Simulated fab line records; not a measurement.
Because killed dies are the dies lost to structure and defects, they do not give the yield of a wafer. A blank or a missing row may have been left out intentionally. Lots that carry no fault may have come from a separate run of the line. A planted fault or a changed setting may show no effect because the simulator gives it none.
fab line records	flow n5-finfet
[record] lots = 6	wafers = 18	last-day = 15
route steps=1938 shown BEOL_M2@891 BEOL_M3@931 PASSIVATION@1936
lots with no fault: from the same line, run without faults
start-h: the number of hours between the record's first day and the start of the first shown wafer of the lot	wait-h: hours elapsed since this lot's preceding step	" the same as in the row above	L1.1+2: one row covering several wafers at once	- no value, or no start was given	* or withheld: withheld	< > ~ a bound
route shown NAME@n: names a module that has steps shown in the file, with the first one's number in the route	usual: mean/standard deviation taken from wafers without a fault	same: alike in all rows	chamber/n: place in a boat	sites: readings site by site	_std_site: the standard deviation of these	_edge_site: outer sites' mean less inner sites'	radius-mm: how far each site lies from the wafer's centre	mask NAME#n: copy n	behind: the tool/chamber that last shaped the wafer	hold: the reason the lot was held/the length of the hold in hours/how it ended	device: the n, p or np transistor that did not switch	end of line: the tests these same wafers got at the end of their route	a step without rows: its recipe alone	killed: count of dies lost to structure and defects at first sort (not the wafer's yield)	map: a wafer's dies, marking killed ones x, the rest . and places with no die _
set.NAME: the setting the step ran with; set.NAME@STEP: the setting that earlier step ran with	model.NAME: the simulator's own value behind a step, which no gauge read
lots at selected steps of the route; one table per step, one row per wafer
services: when a tool's chamber went out of use (start-h, in hours from the record's first day, below 0 if earlier), for how many hours, and the reason
[[steps]]
[step N5_BEOL_M2_ETCH_41]
[recipe] chemistry = CH3F/O2	target = SiCN	target-depth-a = 299	taper-deg = 2	time-s = 52.5	ion-energy-ev = 120	mask-material = TiN	pressure-mtorr = 30	source-w = 395	bias-w = 75	Ar_flow_sccm = 150	CH3F_flow_sccm = 30	O2_flow_sccm = 20
[step N5_BEOL_M2_STRIP_97]
[recipe] chemistry = N2/H2	time-s = 10	power-w = 450	temp-c = 40	pressure-mtorr = 20	rf-frequency-hz = 6e+07	bias-power-w = 7	n2-flow-sccm = 200	h2-flow-sccm = 200
[step N5_BEOL_M2_OCD_MEAS_38]
[usual] trench-depth-nm = 55.1/0.9
lot.wafer	tool	chamber	start-h	wait-h	trench-depth-nm
L747.2	ocd-01	-	151.68	-	55.5
L747.3	"	-	"	"	55.2
L747.6	"	-	"	"	53.9
L746.3	ocd-01	-	154.15	-	55.6
L746.5	"	-	"	"	55.1
L746.6	"	-	"	"	53.5
L749.2	ocd-01	-	165.09	-	54.2
L749.5	"	-	"	"	56.6
L749.6	"	-	"	"	53.8
L752.1	ocd-01	-	198.10	-	54.3
L752.3	"	-	"	"	55.2
L752.6	"	-	"	"	54.2
L753.2	ocd-02	-	202.21	-	55.6
L753.3	"	-	"	"	54.3
L753.6	"	-	"	"	55.6
L755.1	ocd-01	-	219.35	-	54.5
L755.5	"	-	"	"	54.8
L755.6	"	-	"	"	54.3
[step N5_BEOL_M2_HM_STRIP_39]
[recipe] chemistry = peroxide-tin-strip	material = TiN	target-depth-a = 250	temp-c = 50	time-s = 158
[step N5_BEOL_M2_SRD_40]
[recipe] time-s = 30	temp-c = 23	rinse-liquid = diw	dry = ipa-marangoni
[step N5_BEOL_M2_PRECLEAN_42]
[recipe] chemistry = residue-remover	time-s = 60	temp-c = 40
[step N5_BEOL_M2_SRD_43]
[recipe] time-s = 30	temp-c = 23	rinse-liquid = diw	dry = ipa-marangoni
[step N5_BEOL_M2_CD_MEAS_35]
[recipe] target-cd-nm = 18	target-cd-y-nm = 22.2	polarity = opening
[usual] cd-nm = 17.9/0.32
lot.wafer	tool	chamber	start-h	wait-h	cd-nm
L747.2	cd-sem-01	-	151.83	0.0	17.7
L747.3	"	-	"	"	17.7
L747.6	"	-	"	"	17.2
L746.3	cd-sem-01	-	154.31	0.0	17.6
L746.5	"	-	"	"	18.0
L746.6	"	-	"	"	18.0
L749.2	cd-sem-01	-	165.24	0.0	18.1
L749.5	"	-	"	"	17.3
L749.6	"	-	"	"	18.2
L752.1	cd-sem-02	-	198.25	0.0	18.2
L752.3	"	-	"	"	17.6
L752.6	"	-	"	"	17.6
L753.2	cd-sem-01	-	202.37	0.0	17.8
L753.3	"	-	"	"	17.9
L753.6	"	-	"	"	17.4
L755.1	cd-sem-03	-	219.50	0.0	18.2
L755.5	"	-	"	"	18.2
L755.6	"	-	"	"	18.1
[step N5_BEOL_M2_DEGAS_44]
[recipe] ambient = vacuum	temp-c = 250	time-s = 60
[step N5_BEOL_M2_PRE_CLEAN_45]
[recipe] gas = H2/He	time-s = 30	temp-c = 250
[step N5_BEOL_M2_ALD_84]
[recipe] material = TaN	target-thk-a = *	temp-c = 275	ald-precursor-family = PDMAT	ald-co-reactant = NH3	pressure-torr = 3	carrier-flow-sccm = 1500	pulse-time-s = 2	purge-time-s = 3	co-reactant-purge-time-s = 2	co-reactant-pulse-time-s = 3	ald-cycles = 30	precursor-vessel-temp-c = 75	precursor-vessel-pressure-torr = 26.25	precursor-vessel-carrier-sccm = 1000
[step N5_BEOL_M2_SURFACE_TREAT_85]
[recipe] gas = Ar	time-s = *	ion-energy-ev = *	ion-current-ma-cm2 = 0.5	pressure-mtorr = *	ar-flow-sccm = 30
[usual] pressure-mtorr = *	throttle-valve-pct = *
lot.wafer	tool	chamber	start-h	wait-h	pressure-mtorr	throttle-valve-pct
L747.2	pvd-sputter-02	-	153.03	0.2	*	*
L747.3	"	-	"	"	*	*
L747.6	"	-	"	"	*	*
L746.3	pvd-sputter-02	-	155.01	0.2	*	*
L746.5	"	-	"	"	*	*
L746.6	"	-	"	"	*	*
L749.2	pvd-sputter-02	-	166.29	0.1	*	*
L749.5	"	-	"	"	*	*
L749.6	"	-	"	"	*	*
L752.1	pvd-sputter-03	-	199.12	0.1	*	*
L752.3	"	-	"	"	*	*
L752.6	"	-	"	"	*	*
L753.2	pvd-sputter-01	-	203.07	0.2	*	*
L753.3	"	-	"	"	*	*
L753.6	"	-	"	"	*	*
L755.1	pvd-sputter-01	-	220.41	0.3	*	*
L755.5	"	-	"	"	*	*
L755.6	"	-	"	"	*	*
[step N5_BEOL_M2_CVD_47]
[recipe] material = Co	target-thk-a = 30	temp-c = withheld	precursor = CCTBA/H2	pressure-torr = 30	time-s = 223.8
lot.wafer	tool	chamber	start-h	wait-h	since-wet-clean-h
L747.2	cvd-co-02	0	153.11	0.1	913
L747.3	"	2	"	"	434
L747.6	"	0	"	"	-
L746.3	cvd-co-02	0	155.07	0.0	915
L746.5	"	2	"	"	-
L746.6	"	0	"	"	-
L749.2	cvd-co-01	2	166.41	0.1	248
L749.5	"	2	"	"	-
L749.6	"	1	"	"	-
L752.1	cvd-co-01	2	199.20	0.1	281
L752.3	"	0	"	"	741
L752.6	"	0	"	"	-
L753.2	cvd-co-01	0	203.15	0.1	745
L753.3	"	2	"	"	285
L753.6	"	0	"	"	-
L755.1	cvd-co-02	1	220.49	0.1	84
L755.5	"	0	"	"	-
L755.6	"	2	"	"	-
[step N5_BEOL_M2_SPUTTER_48]
[recipe] material = Cu	target-thk-a = 45	temp-c = -20	chamber-pressure-pa = 0.07	power-w = withheld	time-s = 8.29
[step N5_BEOL_M2_ANNEAL_49]
[recipe] temp-c = 400	time-s = 240	ambient = vacuum
[step N5_BEOL_M2_SPUTTER_79]
[recipe] material = Cu	target-thk-a = 45	temp-c = -20	chamber-pressure-pa = 0.07	power-w = withheld	time-s = 8.29
[step N5_BEOL_M2_ANNEAL_80]
[recipe] temp-c = 400	time-s = 240	ambient = vacuum
[step N5_BEOL_M2_SPUTTER_81]
[recipe] material = Cu	target-thk-a = 45	temp-c = -20	chamber-pressure-pa = 0.07	power-w = withheld	time-s = 8.29
[usual] substrate-temp-c = -20.00/0.11	throttle-valve-pct = 29.8/0.88
lot.wafer	tool	chamber	start-h	wait-h	substrate-temp-c	throttle-valve-pct
L747.2	pvd-sputter-03	-	153.98	0.1	-19.93	31.1
L747.3	"	-	"	"	-19.79	29.3
L747.6	"	-	"	"	-19.85	29.2
L746.3	pvd-sputter-03	-	155.82	0.1	-19.92	28.6
L746.5	"	-	"	"	-19.83	30.8
L746.6	"	-	"	"	-20.03	28.5
L749.2	pvd-sputter-02	-	167.01	0.1	-19.90	29.0
L749.5	"	-	"	"	-20.09	29.5
L749.6	"	-	"	"	-20.17	30.4
L752.1	pvd-sputter-03	-	199.86	0.1	-20.04	29.2
L752.3	"	-	"	"	-19.88	31.3
L752.6	"	-	"	"	-20.08	28.6
L753.2	pvd-sputter-01	-	203.81	0.1	-20.13	31.6
L753.3	"	-	"	"	-19.97	29.6
L753.6	"	-	"	"	-19.97	29.4
L755.1	pvd-sputter-01	-	221.41	0.1	-19.77	29.6
L755.5	"	-	"	"	-19.98	29.5
L755.6	"	-	"	"	-20.13	29.9
[step N5_BEOL_M2_ANNEAL_82]
[recipe] temp-c = 400	time-s = 240	ambient = vacuum
[step N5_BEOL_M2_SPUTTER_86]
[recipe] material = Cu	target-thk-a = 45	temp-c = -20	chamber-pressure-pa = 0.07	power-w = withheld	time-s = 8.29
[step N5_BEOL_M2_ANNEAL_87]
[recipe] temp-c = 400	time-s = 240	ambient = vacuum
[step N5_BEOL_M2_SPUTTER_88]
[recipe] material = Cu	target-thk-a = 45	temp-c = -20	chamber-pressure-pa = 0.07	power-w = withheld	time-s = 8.29
[usual] substrate-temp-c = -20.00/0.11	throttle-valve-pct = 29.8/0.9
lot.wafer	tool	chamber	start-h	wait-h	substrate-temp-c	throttle-valve-pct
L747.2	pvd-sputter-03	-	154.42	0.1	-20.31	31.1
L747.3	"	-	"	"	-19.98	29.3
L747.6	"	-	"	"	-20.00	29.2
L746.3	pvd-sputter-03	-	156.26	0.1	-19.87	28.4
L746.5	"	-	"	"	-20.02	30.6
L746.6	"	-	"	"	-19.86	28.8
L749.2	pvd-sputter-02	-	167.45	0.1	-19.97	29.2
L749.5	"	-	"	"	-20.28	29.7
L749.6	"	-	"	"	-19.90	30.3
L752.1	pvd-sputter-03	-	200.30	0.1	-20.13	29.1
L752.3	"	-	"	"	-19.92	31.2
L752.6	"	-	"	"	-19.73	28.5
L753.2	pvd-sputter-01	-	204.25	0.1	-19.98	31.8
L753.3	"	-	"	"	-20.09	29.8
L753.6	"	-	"	"	-20.09	29.5
L755.1	pvd-sputter-01	-	221.85	0.1	-20.09	29.5
L755.5	"	-	"	"	-20.08	29.7
L755.6	"	-	"	"	-19.82	30.2
[step N5_BEOL_M2_ANNEAL_89]
[recipe] temp-c = 400	time-s = 240	ambient = vacuum
[step N5_BEOL_M2_SPUTTER_90]
[recipe] material = Cu	target-thk-a = 45	temp-c = -20	chamber-pressure-pa = 0.07	power-w = withheld	time-s = 8.29
[step N5_BEOL_M2_ANNEAL_91]
[recipe] temp-c = 400	time-s = 240	ambient = vacuum
[step N5_BEOL_M2_SPUTTER_92]
[recipe] material = Cu	target-thk-a = 45	temp-c = -20	chamber-pressure-pa = 0.07	power-w = withheld	time-s = 8.29
[step N5_BEOL_M2_ANNEAL_93]
[recipe] temp-c = 400	time-s = 240	ambient = vacuum
[step N5_BEOL_M2_SPUTTER_94]
[recipe] material = Cu	target-thk-a = 45	temp-c = -20	chamber-pressure-pa = 0.07	power-w = withheld	time-s = 8.29
[step N5_BEOL_M2_ANNEAL_95]
[recipe] temp-c = 400	time-s = 240	ambient = vacuum
[usual] heater-power-w = 803/89
lot.wafer	tool	chamber	start-h	wait-h	heater-power-w
L747.2	pvd-sputter-03	-	155.16	0.0	850
L747.3	"	-	"	"	821
L747.6	"	-	"	"	827
L746.3	pvd-sputter-03	-	157.00	0.0	681
L746.5	"	-	"	"	755
L746.6	"	-	"	"	684
L749.2	pvd-sputter-02	-	168.19	0.0	781
L749.5	"	-	"	"	1036
L749.6	"	-	"	"	801
L752.1	pvd-sputter-03	-	201.04	0.0	814
L752.3	"	-	"	"	815
L752.6	"	-	"	"	698
L753.2	pvd-sputter-01	-	204.99	0.0	761
L753.3	"	-	"	"	746
L753.6	"	-	"	"	723
L755.1	pvd-sputter-01	-	222.59	0.0	730
L755.5	"	-	"	"	718
L755.6	"	-	"	"	780
[step N5_BEOL_M2_SPUTTER_96]
[recipe] material = Cu	target-thk-a = 45	temp-c = -20	chamber-pressure-pa = 0.07	power-w = withheld	time-s = 8.29
[step N5_BEOL_M2_ECD_50]
[recipe] material = Cu	target-thk-a = 3000
[step N5_BEOL_M2_ANNEAL_51]
[recipe] temp-c = 225	time-s = 90	ambient = N2
[usual] wafer_temp_C_max = 225.90/0.27
lot.wafer	tool	chamber	start-h	wait-h	wafer_temp_C_max
L747.2	rtp-anneal-01	0	155.87	0.4	225.91
L747.3	"	0	"	"	226.19
L747.6	"	0	"	"	225.83
L746.3	rtp-anneal-02	0	157.42	0.1	225.54
L746.5	"	0	"	"	225.58
L746.6	"	0	"	"	225.53
L749.2	rtp-anneal-02	0	168.57	0.1	225.64
L749.5	"	0	"	"	225.45
L749.6	"	0	"	"	225.35
L752.1	rtp-anneal-02	0	201.38	0.1	225.71
L752.3	"	0	"	"	225.95
L752.6	"	0	"	"	225.63
L753.2	rtp-anneal-02	0	205.37	0.1	225.54
L753.3	"	0	"	"	225.73
L753.6	"	0	"	"	225.51
L755.1	rtp-anneal-02	0	222.94	0.1	225.67
L755.5	"	0	"	"	225.33
L755.6	"	0	"	"	225.61
[step N5_BEOL_M2_CMP_52]
[recipe] stop-on = SiOC	t-overpolish-s = 6.8	down-force-psi = 1	platen-rpm = 50	clearing-platen-down-force-psi = 1.5	clearing-platen-rpm = 50	post-cmp-clean = cu-alkaline	target-thk-nm = 40	clearing-platen-pad-velocity-m-s = 0.99484	pad-velocity-m-s = 0.99484
[step N5_BEOL_M2_THK_MEAS_53]
[recipe] thk-meas-gauge = xrf	reads = Cu_of_BEOL_M2_ECD_50
[usual] M2_THK = 40.7/1.4
lot.wafer	tool	chamber	start-h	wait-h	M2_THK[nm]
L747.2	film-metro-01	-	156.42	-	39.5
L747.3	"	-	"	"	40.2
L747.6	"	-	"	"	38.4
L746.3	film-metro-01	-	157.98	-	40.8
L746.5	"	-	"	"	42.0
L746.6	"	-	"	"	38.9
L749.2	film-metro-02	-	169.12	-	40.2
L749.5	"	-	"	"	42.0
L749.6	"	-	"	"	39.9
L752.1	film-metro-02	-	201.97	-	40.0
L752.3	"	-	"	"	41.3
L752.6	"	-	"	"	40.0
L753.2	film-metro-01	-	206.01	-	41.9
L753.3	"	-	"	"	37.3
L753.6	"	-	"	"	37.5
L755.1	film-metro-02	-	223.57	-	40.4
L755.5	"	-	"	"	41.2
L755.6	"	-	"	"	40.4
[step N5_BEOL_M2_PRE_CLEAN_60]
[recipe] gas = NH3/H2	time-s = 15	temp-c = *	rf-power-w = 300
[step N5_BEOL_M2_CO_CAP_55]
[recipe] material = Co	target-thk-a = 20	temp-c = 200	precursor = CCTBA/H2	pressure-torr = 30	time-s = 102.1
[step N5_BEOL_M2_PRE_CLEAN_56]
[recipe] gas = NH3	time-s = 15	temp-c = withheld	rf-power-w = 300
[step N5_BEOL_M2_DEP_57]
[recipe] material = SiCN	target-thk-a = 80	temp-c = withheld	precursor = 3MS/NH3	pressure-torr = 3	rf-w = 202	time-s = 14
[step N5_BEOL_M2_RS_MEAS_58]
[recipe] thk-meas-gauge = four-point-probe	reads = Co_of_BEOL_M2_CO_CAP_55+Cu_of_BEOL_M2_ECD_50+Co_of_BEOL_M2_CVD_47+TaN_of_BEOL_M2_ALD_84
[usual] M2_RS = 0.68/0.03
lot.wafer	tool	chamber	start-h	wait-h	M2_RS[ohm/sq]
L747.2	film-metro-02	-	156.68	0.1	0.72
L747.3	"	-	"	"	0.70
L747.6	"	-	"	"	0.75
L746.3	film-metro-01	-	158.24	0.1	0.67
L746.5	"	-	"	"	0.65
L746.6	"	-	"	"	0.72
L749.2	film-metro-02	-	169.38	0.1	0.69
L749.5	"	-	"	"	0.65
L749.6	"	-	"	"	0.69
L752.1	film-metro-02	-	202.31	0.0	0.70
L752.3	"	-	"	"	0.67
L752.6	"	-	"	"	0.70
L753.2	film-metro-01	-	206.27	0.1	0.65
L753.3	"	-	"	"	0.76
L753.6	"	-	"	"	0.75
L755.1	film-metro-02	-	224.11	0.1	0.69
L755.5	"	-	"	"	0.67
L755.6	"	-	"	"	0.69
[step N5_BEOL_M3_ILD_DEP_00]
[recipe] material = SiOC	target-thk-a = 790	temp-c = 350	precursor = DEMS/O2	pressure-torr = 5	rf-w = 500	time-s = 15.3
[step N5_BEOL_M3_THK_MEAS_01]
[recipe] reads = SiOC_of_BEOL_M3_ILD_DEP_00
[usual] M3_ILD_THK = 79.2/0.91
lot.wafer	tool	chamber	start-h	wait-h	M3_ILD_THK[nm]
L747.2	film-metro-02	-	156.81	0.1	78.8
L747.3	"	-	"	"	78.7
L747.6	"	-	"	"	80.5
L746.3	film-metro-02	-	158.39	0.1	80.2
L746.5	"	-	"	"	80.2
L746.6	"	-	"	"	81.8
L749.2	film-metro-01	-	169.51	0.1	78.8
L749.5	"	-	"	"	80.6
L749.6	"	-	"	"	80.5
L752.1	film-metro-02	-	202.44	0.0	78.8
L752.3	"	-	"	"	78.4
L752.6	"	-	"	"	78.8
L753.2	film-metro-02	-	206.41	0.1	78.7
L753.3	"	-	"	"	79.7
L753.6	"	-	"	"	80.4
L755.1	film-metro-02	-	224.24	0.0	78.1
L755.5	"	-	"	"	79.1
L755.6	"	-	"	"	80.0
[step N5_PASSIVATION_PROBE_49]
[usual] defect-limited-yield = 91.0/1.5	killed_at_M0_to_M3 = 35/11	killed_at_M4_up = 13/6	killed-at-contacts = 14/6.5	killed-at-front-end = 40/12	killed-at-other = 4/3.4	killed-dies = 106/18	killed-on-rim = 14/4.7	killed-open = 68/14	killed-short = 35/7.7	sort_bin_5_function = 5.2/0.98	sort_bin_6_memory = 3.4/0.72	sort-n-pass = 1074/18	sort-yield-pct = 91.0/1.5
[same] gross-dies = 1180	killed-at-back-side = 0	sort_bin_4_leakage[%] = 0	sort_bin_8_speed[%] = 0
lot.wafer	tool	chamber	start-h	wait-h	defect-limited-yield[%]	killed_at_M0_to_M3	killed_at_M4_up	killed-at-contacts	killed-at-front-end	killed-at-other	killed-dies	killed-on-rim	killed-open	killed-short	sort_bin_5_function[%]	sort_bin_6_memory[%]	sort-n-pass	sort-yield-pct[%]
L752.1	prober-01	-	335.55	0.0	79.2	189	3	5	44	5	246	8	49	32	12.9	3.2	934	79.2
L752.3	prober-01	-	335.65	0.1	78.4	157	16	11	59	12	255	36	78	46	12.0	4.9	925	78.4
L752.6	prober-01	-	335.80	0.3	77.5	156	14	20	66	10	266	39	98	39	12.9	5.4	914	77.5
L753.2	prober-01	-	345.10	0.1	80.3	157	13	19	39	4	232	42	62	38	10.3	4.0	948	80.3
L753.3	prober-01	-	345.15	0.1	77.4	189	18	7	50	3	267	13	55	44	13.6	4.2	913	77.4
L753.6	prober-01	-	345.30	0.3	80.8	163	14	5	38	6	226	34	51	38	10.2	4.2	954	80.8
// killed by level:class
L752.1 BEOL_M2:unspecified=162 BEOL_M1:geometric-particle:open=10 FIN_SAQP:geometric-particle:short=6 STI_FIN_REVEAL:geometric-particle:open=6 BEOL_M0_SAQP:geometric-particle:short=6 FIN_SAQP:geometric-particle:open=4 MOL_CONTACT_COAG:geometric-particle:open=4 BEOL_M0_SAQP:geometric-particle:open=4
L752.3 BEOL_M2:unspecified=128 FIN_SAQP:geometric-particle:open=13 STI_FIN_REVEAL:geometric-particle:open=12 MOL_CONTACT_COAG:geometric-particle:open=10 FIN_SAQP:geometric-particle:short=8 BEOL_M0_SAQP:geometric-particle:open=8 BEOL_M4:geometric-particle:open=8 BEOL_M0_SAQP:geometric-particle:short=5
L752.6 BEOL_M2:unspecified=128 FIN_SAQP:geometric-particle:open=19 MOL_CONTACT_COAG:geometric-particle:open=16 FIN_SAQP:geometric-particle:short=15 STI_FIN_REVEAL:geometric-particle:open=10 GATE_CUT:geometric-particle:open=7 BEOL_M1:geometric-particle:open=7 BEOL_M0_SAQP:geometric-particle:short=6
L753.2 BEOL_M2:unspecified=125 MOL_CONTACT_COAG:geometric-particle:open=17 BEOL_M0_SAQP:geometric-particle:short=7 GATE_CUT:geometric-particle:short=6 FIN_SAQP:geometric-particle:short=5 BEOL_M0_SAQP:geometric-particle:open=5 BEOL_M3:geometric-particle:open=5 HKMG_FIN:area-etch=5
L753.3 BEOL_M2:unspecified=166 FIN_SAQP:geometric-particle:short=10 STI_FIN_REVEAL:geometric-particle:open=9 SPACER0:geometric-particle:short=6 MOL_CONTACT_COAG:geometric-particle:open=6 BEOL_M3:geometric-particle:open=6 GATE_CUT:geometric-particle:short=4 BEOL_M4:geometric-particle:open=4
L753.6 BEOL_M2:unspecified=129 FIN_SAQP:geometric-particle:short=9 BEOL_M0_SAQP:geometric-particle:short=8 BEOL_M0_SAQP:geometric-particle:open=8 BEOL_M3:geometric-particle:open=7 BEOL_M4:geometric-particle:open=7 HKMG_FIN:area-etch=7 FIN_SAQP:geometric-particle:open=5
// map L752.6 (x killed, . not)
_________________............________________
______________........x.....x..._____________
___________.x.......x....x........x__________
__________........xx......x......x.._________
________..x...........x.....x..xx....._______
_______...................x.......xxxx.______
______...............x......x......x..xx_____
_____....x.........................xxxxxx____
____......x.xx.......xxx....x....xxxxxxxxx___
___.x.......xx.................x.xxxxxxxxxx__
___.xxx.x.xx...................xxxxxxxxxxxx__
__................x.....x...x...xxxxxxxxxxxx_
__...........x..........x.xx.x.x.xxxxxxxxxxx_
_.......x...x.....x..xx..x......xxxxxxxxxxxxx
_..x......................x..x..xxxxxxxxxxxxx
_.........................x...x.xxxxxxxxxxxxx
_...........x.x.................x..xxxxxxxxxx
_.......x.........x...x....x......x..xxxxxxx.
_x.....x......xx....x........x....x.....xx..x
_.................x..........x...xx..........
_.........xx.........................x.....xx
__............x..........x................x._
__.........x.....x.x..x..........x.........._
___.......x......xx........x..x............__
___..x.............xx................x.x...__
____xx.....x....x......x.x..x.............___
_____.......x.......x.....x...........xx.____
______.......................x...xx....._____
_______.....xx..............x.x........______
________.x......xx........xx.x.....x.._______
__________xx........xx.x..x.....x..._________
___________..........x..xx.......x.__________
______________x.x......x........_____________
_________________..x........x________________
// map L753.3 (x killed, . not)
_________________........x...________________
______________.................._____________
___________........................__________
__________x..........xx.....x......._________
________x.x....x....x................._______
_______...xx...........x............x..______
______..............x.x.....xx..x......._____
_____..x......x....x.......x.........x...____
____x...............x.x..x...x............___
___..x.....x..x.................x..........__
___............x..x........................__
__x...........x.........................x..._
__....x.......x.......x....x........xx......_
_...............xx......................x....
_....x...x.xxxxxxxx..x.x.......x.............
_.......x.xxxxxxxxxx.x........x....x.........
_.....xx.xxxxxxxxxxxx.x......................
_..xx..x.xxxxxxxxxxxxx.........x.............
_.....x..xxxxxxxxxxxxxx..............x....x..
_.....x.xxxxxxxxxxxxxx...............x.......
_x....xxxxxxxxxxxxxxxx....x..................
__...x..xxxxxxxxxxxxxxx.......x......x......_
__......xxxxxxxxxxxxxx........x.x.......x..._
___..xxx.xxxxxxxxxxxxx...............x.x...__
___..xx.x.xxxxxxxxxxxx.x............x.xx...__
____..x...xxxxxx.xxx...........x..........___
_____......x....xxxx...x..x......x......x____
______.x.......x...x....x..............._____
_______.....................x.....x....______
________..........x..................._______
__________......x..................._________
___________.......x.x.....x..x..x..__________
______________.........x.x.x...._____________
_________________....x..x..x.________________
[[services]]
tool	chamber	start-h	hours	kind
pvd-sputter-02	-	205.02	2.0	repair
cvd-co-01	-	210.55	14.6	pm
[[key]]
[first-sign] step = N5_PASSIVATION_PROBE_49	reading = killed_at_M0_to_M3	direction = up	sigmas = 12	usual = 35	struck = 168
[effect] step = N5_PASSIVATION_PROBE_49	reading = killed-dies	direction = up	sigmas = 7.9	usual = 106	struck = 249
[more-kills-born-at] N5_BEOL_M2_CVD_47@cvd-co-01 = 838
met-at N5_BEOL_M2_CVD_47
struck-wafers L752.1,L752.3,L752.6,L753.2,L753.3,L753.6
onset-between 166.41 199.20
[fault] kind = chamber-particle-source	tool = cvd-co-01	chamber = -	onset-h = 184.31	steps = N5_BEOL_M2_CVD_47	rate-per-visit-cm2 = 2.2427	end-h = 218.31
